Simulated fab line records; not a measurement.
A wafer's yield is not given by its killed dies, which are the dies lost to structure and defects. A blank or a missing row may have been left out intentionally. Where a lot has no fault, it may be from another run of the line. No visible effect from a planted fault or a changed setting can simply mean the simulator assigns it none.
Chamber matching / flow nand harc / NHARC_THIN_TSV_DESCUM_35 on rie diel-01 has 3 sister chambers
The step chemistry O2, time 3 s. 14 wafers are shown with their chamber, then 4 later ones without.

EACH WAFER AND ITS CHAMBER
wafer=L430.1; chamber=0; showerhead plenum p Torr (Torr)=1.97; drypump motor current A (A)=5.0; rf vpp V (V)=57.3
wafer=L430.3; chamber=2; showerhead plenum p Torr (Torr)=1.97; drypump motor current A (A)=6.2; rf vpp V (V)=57.7
wafer=L430.6; chamber=0; showerhead plenum p Torr (Torr)=1.97; drypump motor current A (A)=5.0; rf vpp V (V)=58.4
wafer=L432.3; chamber=2; showerhead plenum p Torr (Torr)=1.96; drypump motor current A (A)=6.1; rf vpp V (V)=57.9
wafer=L432.4; chamber=3; showerhead plenum p Torr (Torr)=1.77; drypump motor current A (A)=5.2; rf vpp V (V)=57.2
wafer=L432.6; chamber=2; showerhead plenum p Torr (Torr)=1.97; drypump motor current A (A)=6.2; rf vpp V (V)=58.1
wafer=L433.1; chamber=3; showerhead plenum p Torr (Torr)=1.77; drypump motor current A (A)=5.3; rf vpp V (V)=57.2
wafer=L433.2; chamber=0; showerhead plenum p Torr (Torr)=1.97; drypump motor current A (A)=5.0; rf vpp V (V)=58.1
wafer=L433.3; chamber=2; showerhead plenum p Torr (Torr)=1.97; drypump motor current A (A)=6.2; rf vpp V (V)=57.3
wafer=L435.2; chamber=3; showerhead plenum p Torr (Torr)=1.77; drypump motor current A (A)=5.3; rf vpp V (V)=55.7
wafer=L435.3; chamber=0; showerhead plenum p Torr (Torr)=1.97; drypump motor current A (A)=5.0; rf vpp V (V)=57.7
wafer=L435.4; chamber=2; showerhead plenum p Torr (Torr)=1.96; drypump motor current A (A)=6.2; rf vpp V (V)=58.7
wafer=L440.2; chamber=2; showerhead plenum p Torr (Torr)=1.96; drypump motor current A (A)=6.2; rf vpp V (V)=57.6
wafer=L440.4; chamber=3; showerhead plenum p Torr (Torr)=1.77; drypump motor current A (A)=5.3; rf vpp V (V)=57.2

SIGNATURES (averages over the wafers above)
reading=showerhead plenum p Torr; chamber 0=1.9700; chamber 2=1.9650; chamber 3=1.7700; scatter within a chamber=0.00369
reading=drypump motor current A; chamber 0=5.000; chamber 2=6.183; chamber 3=5.275; scatter within a chamber=0.0379
reading=rf vpp V; chamber 0=57.875; chamber 2=57.883; chamber 3=56.825; scatter within a chamber=0.568
Rule: a wafer's distance from a chamber is the root of the sum, over the readings, of the square of ((its reading less the chamber's mean) divided by the reading's scatter). If the next closest chamber is less than 2 further off than the closest, the wafer can't be placed; otherwise it belongs to the closest. How the scatter is found: for the shown wafers, subtract from each reading the mean of its chamber, square and add these, divide the total by (wafers less chambers), then take the root.

WAFERS MISSING THEIR CHAMBER
wafer=L446.1; showerhead plenum p Torr (Torr)=1.77; drypump motor current A (A)=5.3; rf vpp V (V)=57.4
wafer=L446.6; showerhead plenum p Torr (Torr)=1.97; drypump motor current A (A)=5.0; rf vpp V (V)=57.9
wafer=L448.2; showerhead plenum p Torr (Torr)=1.77; drypump motor current A (A)=5.3; rf vpp V (V)=57.2
wafer=L448.4; showerhead plenum p Torr (Torr)=1.96; drypump motor current A (A)=6.2; rf vpp V (V)=57.3

THE CHAMBER EACH PASSED THROUGH
wafer=L446.1; from the rows above=3; in truth=3
wafer=L446.6; from the rows above=0; in truth=0
wafer=L448.2; from the rows above=3; in truth=3
wafer=L448.4; from the rows above=2; in truth=2
4 of 4 placed correctly. Number that these rows cannot place: 0. 0 placed wrongly.
